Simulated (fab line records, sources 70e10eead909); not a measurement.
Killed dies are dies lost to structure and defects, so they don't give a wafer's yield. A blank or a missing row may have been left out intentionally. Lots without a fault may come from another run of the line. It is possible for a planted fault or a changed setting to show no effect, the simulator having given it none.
Matching of chambers || flow nandHarc || 4 sister chambers for NHARC_A_STAIRCASE_TRIM_220 on rieDiel-04
The step chemistry O2, time 211.2 s. 14 wafers are shown with their chamber, then 7 later ones without.

WAFERS PAIRED WITH THEIR CHAMBERS
{"wafer": "L076.4", "chamber": 3, "showerheadPlenumPTorr (Torr)": 3.30, "drypumpMotorCurrentA (A)": 5.5, "oesProductAu (a.u.)": 0.993}
{"wafer": "L076.5", "chamber": 0, "showerheadPlenumPTorr (Torr)": 3.81, "drypumpMotorCurrentA (A)": 6.6, "oesProductAu (a.u.)": 1.008}
{"wafer": "L076.6", "chamber": 3, "showerheadPlenumPTorr (Torr)": 3.30, "drypumpMotorCurrentA (A)": 5.5, "oesProductAu (a.u.)": 1.000}
{"wafer": "L077.2", "chamber": 1, "showerheadPlenumPTorr (Torr)": 3.49, "drypumpMotorCurrentA (A)": 5.8, "oesProductAu (a.u.)": 1.012}
{"wafer": "L077.3", "chamber": 3, "showerheadPlenumPTorr (Torr)": 3.30, "drypumpMotorCurrentA (A)": 5.5, "oesProductAu (a.u.)": 0.993}
{"wafer": "L077.6", "chamber": 2, "showerheadPlenumPTorr (Torr)": 3.77, "drypumpMotorCurrentA (A)": 5.1, "oesProductAu (a.u.)": 1.001}
{"wafer": "L086.2", "chamber": 2, "showerheadPlenumPTorr (Torr)": 3.75, "drypumpMotorCurrentA (A)": 5.1, "oesProductAu (a.u.)": 1.002}
{"wafer": "L086.4", "chamber": 0, "showerheadPlenumPTorr (Torr)": 3.79, "drypumpMotorCurrentA (A)": 6.7, "oesProductAu (a.u.)": 1.014}
{"wafer": "L086.6", "chamber": 1, "showerheadPlenumPTorr (Torr)": 3.48, "drypumpMotorCurrentA (A)": 5.8, "oesProductAu (a.u.)": 1.022}
{"wafer": "L087.1", "chamber": 2, "showerheadPlenumPTorr (Torr)": 3.75, "drypumpMotorCurrentA (A)": 5.2, "oesProductAu (a.u.)": 1.001}
{"wafer": "L087.4", "chamber": 1, "showerheadPlenumPTorr (Torr)": 3.48, "drypumpMotorCurrentA (A)": 5.8, "oesProductAu (a.u.)": 1.015}
{"wafer": "L087.5", "chamber": 0, "showerheadPlenumPTorr (Torr)": 3.79, "drypumpMotorCurrentA (A)": 6.6, "oesProductAu (a.u.)": 0.999}
{"wafer": "L090.2", "chamber": 2, "showerheadPlenumPTorr (Torr)": 3.75, "drypumpMotorCurrentA (A)": 5.1, "oesProductAu (a.u.)": 1.003}
{"wafer": "L090.3", "chamber": 0, "showerheadPlenumPTorr (Torr)": 3.78, "drypumpMotorCurrentA (A)": 6.7, "oesProductAu (a.u.)": 1.002}

SIGNATURES (means of the wafers above)
{"reading": "showerheadPlenumPTorr", "chamber 0": 3.7925, "chamber 1": 3.4833, "chamber 2": 3.7550, "chamber 3": 3.3000, "scatter within a chamber": 0.00917}
{"reading": "drypumpMotorCurrentA", "chamber 0": 6.650, "chamber 1": 5.800, "chamber 2": 5.125, "chamber 3": 5.500, "scatter within a chamber": 0.0418}
{"reading": "oesProductAu", "chamber 0": 1.00575, "chamber 1": 1.01633, "chamber 2": 1.00175, "chamber 3": 0.99533, "scatter within a chamber": 0.0047}
Rule: a wafer's distance from a chamber is the root of the sum, over the readings, of the square of ((its reading less the chamber's mean) divided by the reading's scatter). If the next closest chamber is less than 2 further off than the closest, the wafer can't be placed; otherwise it belongs to the closest. The scatter is the square root of a quotient: the sum, over the shown wafers, of each reading's squared deviation from its chamber's mean, divided by wafers minus chambers.

WAFERS WITH NO CHAMBER GIVEN
{"wafer": "L090.5", "showerheadPlenumPTorr (Torr)": 3.28, "drypumpMotorCurrentA (A)": 5.5, "oesProductAu (a.u.)": 0.997}
{"wafer": "L088.1", "showerheadPlenumPTorr (Torr)": 3.28, "drypumpMotorCurrentA (A)": 5.5, "oesProductAu (a.u.)": 1.009}
{"wafer": "L088.4", "showerheadPlenumPTorr (Torr)": 3.78, "drypumpMotorCurrentA (A)": 6.7, "oesProductAu (a.u.)": 1.002}
{"wafer": "L088.6", "showerheadPlenumPTorr (Torr)": 3.28, "drypumpMotorCurrentA (A)": 5.5, "oesProductAu (a.u.)": 1.009}
{"wafer": "L095.1", "showerheadPlenumPTorr (Torr)": 3.77, "drypumpMotorCurrentA (A)": 6.7, "oesProductAu (a.u.)": 1.014}
{"wafer": "L095.3", "showerheadPlenumPTorr (Torr)": 3.80, "drypumpMotorCurrentA (A)": 5.5, "oesProductAu (a.u.)": 1.011}
{"wafer": "L095.6", "showerheadPlenumPTorr (Torr)": 3.77, "drypumpMotorCurrentA (A)": 6.6, "oesProductAu (a.u.)": 1.010}

EACH ONE'S CHAMBER
{"wafer": "L090.5", "from the rows above": 3, "in truth": 3}
{"wafer": "L088.1", "from the rows above": 3, "in truth": 3}
{"wafer": "L088.4", "from the rows above": 0, "in truth": 0}
{"wafer": "L088.6", "from the rows above": 3, "in truth": 3}
{"wafer": "L095.1", "from the rows above": 0, "in truth": 0}
{"wafer": "L095.3", "from the rows above": 2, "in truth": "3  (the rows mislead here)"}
{"wafer": "L095.6", "from the rows above": 0, "in truth": 0}
Placed correctly: 6 of 7. From these rows, 0 cannot be placed. Placed wrongly: 1.
